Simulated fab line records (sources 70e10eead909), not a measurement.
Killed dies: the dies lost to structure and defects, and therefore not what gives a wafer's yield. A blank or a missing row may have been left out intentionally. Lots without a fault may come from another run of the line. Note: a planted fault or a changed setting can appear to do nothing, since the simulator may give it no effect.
Which tool is to blame? | flow nand-harc | 12 lots, 36 wafers sampled, at 6 steps of a route of 1302

## WHAT THE GAUGES SHOWED, per wafer
NHARC_P_ZERO_WELL_INSPECT_43.
lot  | measured     | on                | raw-defect-count
L581 | day 2 03:55  | defect-inspect-01 | 8 15 16
L582 | day 2 13:22  | defect-inspect-02 | 5 6 7
L584 | day 3 09:35  | defect-inspect-02 | 18 12 23
L592 | day 6 17:37  | defect-inspect-01 | 570 618 589
L594 | day 7 13:53  | defect-inspect-01 | 599 588 652
L596 | day 8 09:42  | defect-inspect-02 | 6 8 1
L599 | day 9 15:19  | defect-inspect-01 | 27 24 18
L600 | day 10 01:26 | defect-inspect-01 | 13 16 15
L601 | day 10 15:35 | defect-inspect-02 | 9 18 13
L602 | day 10 21:28 | defect-inspect-01 | 11 18 13
L603 | day 11 07:42 | defect-inspect-02 | 27 11 10
L604 | day 11 18:35 | defect-inspect-02 | 16 16 18

NHARC_P_STI_OVL_MEAS_10.
lot  | measured     | on         | overlay-x-nm (nm) | overlay-y-nm (nm)
L581 | day 3 02:18  | overlay-01 | 2 1 2             | -5 -4 -4
L582 | day 3 10:47  | overlay-01 | -6 -6 -6          | 8 9 8
L584 | day 4 03:44  | overlay-01 | 3 3 3             | 8 9 9
L592 | day 7 14:55  | overlay-02 | 6 5 6             | -10 -10 -10
L594 | day 8 05:11  | overlay-02 | 2 2 2             | 3 3 3
L596 | day 9 00:14  | overlay-02 | 5 6 5             | -4 -4 -3
L599 | day 10 07:22 | overlay-02 | 14 13 13          | 1 1 1
L600 | day 10 20:43 | overlay-01 | 3 2 2             | 2 2 1
L601 | day 11 07:29 | overlay-02 | -3 -3 -3          | 0 0 0
L602 | day 11 13:43 | overlay-02 | 9 10 10           | 2 1 1
L603 | day 12 00:05 | overlay-02 | 6 5 6             | -5 -5 -5
L604 | day 12 09:03 | overlay-01 | 4 4 4             | -4 -5 -5

NHARC_END_SORT_01.
lot  | measured     | on        | killed-at-array | killed-at-other | killed-at-periphery | killed-dies | killed-open | killed-short
L592 | day 29 14:40 | prober-01 | 66 52 49        | 0 0 2           | 88 69 71            | 154 121 122 | 5 2 1       | 1 1 1
L594 | day 29 22:28 | prober-01 | 52 60 62        | 0 0 0           | 89 72 92            | 141 132 154 | 1 3 0       | 0 1 2

## WHICH TOOL RAN EACH LOT (tool, then ch and the chambers of the sampled wafers, then the start)
lot  | NHARC_P_ZERO_WELL_PECVD_02      | NHARC_P_ZERO_WELL_ETCH_63        | NHARC_P_STI_ETCH_42
L581 | pecvd-02 ch 0,1,2, day 1 20:38  | rie-si-04 ch 1,2, day 1 21:54    | rie-diel-09 ch 0,2,3, day 3 02:34
L582 | pecvd-04 ch 1,2, day 2 06:29    | rie-si-02 ch 1,3, day 2 07:33    | rie-diel-04 ch 0,1,3, day 3 11:04
L584 | pecvd-02 ch 0,1,2, day 3 02:34  | rie-si-04 ch 1,2, day 3 03:33    | rie-diel-04 ch 0,2,3, day 4 04:01
L592 | pecvd-02 ch 0,1,2, day 6 10:29  | rie-si-02 ch 1,2,3, day 6 11:34  | rie-diel-09 ch 1,3, day 7 15:11
L594 | pecvd-02 ch 1,2, day 7 06:29    | rie-si-03 ch 2,3, day 7 07:52    | rie-diel-04 ch 2,3, day 8 05:27
L596 | pecvd-04 ch 0,2, day 8 02:29    | rie-si-03 ch 0,1,2, day 8 03:39  | rie-diel-04 ch 0,2,3, day 9 00:29
L599 | pecvd-01 ch 1,2, day 9 08:29    | rie-si-02 ch 0,1,3, day 9 09:40  | rie-diel-09 ch 0,3, day 10 07:37
L600 | pecvd-04 ch 0,1, day 9 18:31    | rie-si-04 ch 1,2, day 9 19:40    | rie-diel-04 ch 0,2,3, day 10 20:59
L601 | pecvd-02 ch 0,2, day 10 04:29   | rie-si-04 ch 2,3, day 10 05:40   | rie-diel-09 ch 1,2,3, day 11 07:44
L602 | pecvd-04 ch 0,1, day 10 14:31   | rie-si-04 ch 0,2,3, day 10 15:33 | rie-diel-09 ch 2,3, day 11 13:58
L603 | pecvd-04 ch 0,1,2, day 11 00:31 | rie-si-03 ch 0,2,3, day 11 01:36 | rie-diel-08 ch 0,3, day 12 00:20
L604 | pecvd-01 ch 1,2, day 11 10:29   | rie-si-02 ch 0,2,3, day 11 12:38 | rie-diel-09 ch 0,1, day 12 09:19
- NHARC_P_ZERO_WELL_PECVD_02: deposits SiO2, target thk 10 nm.
- NHARC_P_ZERO_WELL_ETCH_63: etches the open film in HBr/Cl2, target depth 120 nm, time 40.1 s.
- NHARC_P_STI_ETCH_42: etches the open film in N2/H2, target depth 80 nm, overetch 24 nm, time 61 s.

## WHAT THE TOOLS THEMSELVES READ (means of the sampled wafers that have a number; where no wafer has one, the mark that the record gives instead)
NHARC_P_ZERO_WELL_ETCH_63.
lot  | tool      | chamber-pressure-mTorr (mTorr) | drypump-motor-current-A (A) | oes-product-au (a.u.) | throttle-valve-pct (%)
L581 | rie-si-04 | 15.004                         | 6.3                         | 1.008                 | 26.408
L582 | rie-si-02 | 14.996                         | 5.9                         | 0.991                 | 26.404
L584 | rie-si-04 | 15.001                         | 6.3                         | 1.004                 | 26.408
L592 | rie-si-02 | 14.992                         | 5.9                         | 1.002                 | 26.410
L594 | rie-si-03 | 14.990                         | 5.3                         | 1.003                 | 26.401
L596 | rie-si-03 | 14.998                         | 5.8                         | 1.013                 | 26.397
L599 | rie-si-02 | 14.990                         | 5.9                         | 1.000                 | 26.400
L600 | rie-si-04 | 15.008                         | 6.3                         | 1.008                 | 26.406
L601 | rie-si-04 | 15.015                         | 6.7                         | 1.011                 | 26.409
L602 | rie-si-04 | 15.011                         | 6.3                         | 1.009                 | 26.409
L603 | rie-si-03 | 14.987                         | 5.7                         | 1.009                 | 26.410
L604 | rie-si-02 | 15.013                         | 5.9                         | 0.998                 | 26.399

NHARC_P_STI_ETCH_42.
lot  | tool        | chamber-pressure-mTorr (mTorr) | drypump-motor-current-A (A) | oes-product-au (a.u.) | rf-vpp-V (V) | showerhead-plenum-p-Torr (Torr) | throttle-valve-pct (%)
L581 | rie-diel-09 | 30.005                         | 5.5                         | 1.007                 | 434          | 2.16                            | 14.166
L582 | rie-diel-04 | 30.002                         | 5.5                         | 0.999                 | 429          | 1.99                            | 14.170
L584 | rie-diel-04 | 30.002                         | 5.8                         | 1.011                 | 431          | 2.04                            | 14.175
L592 | rie-diel-09 | 29.982                         | 6.0                         | 1.012                 | 431          | 2.06                            | 14.173
L594 | rie-diel-04 | 30.012                         | 5.8                         | 1.015                 | 429          | 1.99                            | 14.173
L596 | rie-diel-04 | 30.013                         | 5.7                         | 1.002                 | 430          | 2.04                            | 14.170
L599 | rie-diel-09 | 29.998                         | 5.6                         | 1.009                 | 434          | 2.18                            | 14.175
L600 | rie-diel-04 | 30.001                         | 5.7                         | 1.007                 | 431          | 2.04                            | 14.169
L601 | rie-diel-09 | 29.987                         | 5.7                         | 1.016                 | 432          | 2.05                            | 14.172
L602 | rie-diel-09 | 30.000                         | 5.7                         | 1.012                 | 434          | 2.13                            | 14.180
L603 | rie-diel-08 | 30.003                         | 5.8                         | 1.008                 | 432          | 2.10                            | 14.178
L604 | rie-diel-09 | 30.006                         | 5.8                         | 1.014                 | 428          | 1.99                            | 14.166

## THE ANSWER, worked out from the rows above alone
Rule: the lots themselves supply what counts as usual. The widest of any qualifying gaps counts: lots, ordered by their means at a reading, are off when they make up no more than a third of the lots, leave a main group of 4 or more, and stand apart from it by 3 or more times the standard deviation of that group's means. Not used: any main group whose means are identical at the precision the tables above print for the reading. Also off: a lot with no number at a reading for which 4 or more lots have one. Any other lot the step has rows for is counted as sound. After the gauges, taken in route order, come the tools' own readings; for these a lot's mean is taken, as printed above. At the first step where some lot is off, the reading lying furthest off is the one used; lots without a number count as furthest.
Off: L592, L594, at NHARC_P_ZERO_WELL_INSPECT_43 (raw-defect-count). The main group: mean 14, standard deviation 5.
If a tool, at a process step before that reading, ran all the lots that are off and no sound lot after the first of them, it fits. The gauges at NHARC_P_ZERO_WELL_INSPECT_43 are tried like those tools. None of those tried fits.

## WHAT THE SIMULATOR HAD INSERTED
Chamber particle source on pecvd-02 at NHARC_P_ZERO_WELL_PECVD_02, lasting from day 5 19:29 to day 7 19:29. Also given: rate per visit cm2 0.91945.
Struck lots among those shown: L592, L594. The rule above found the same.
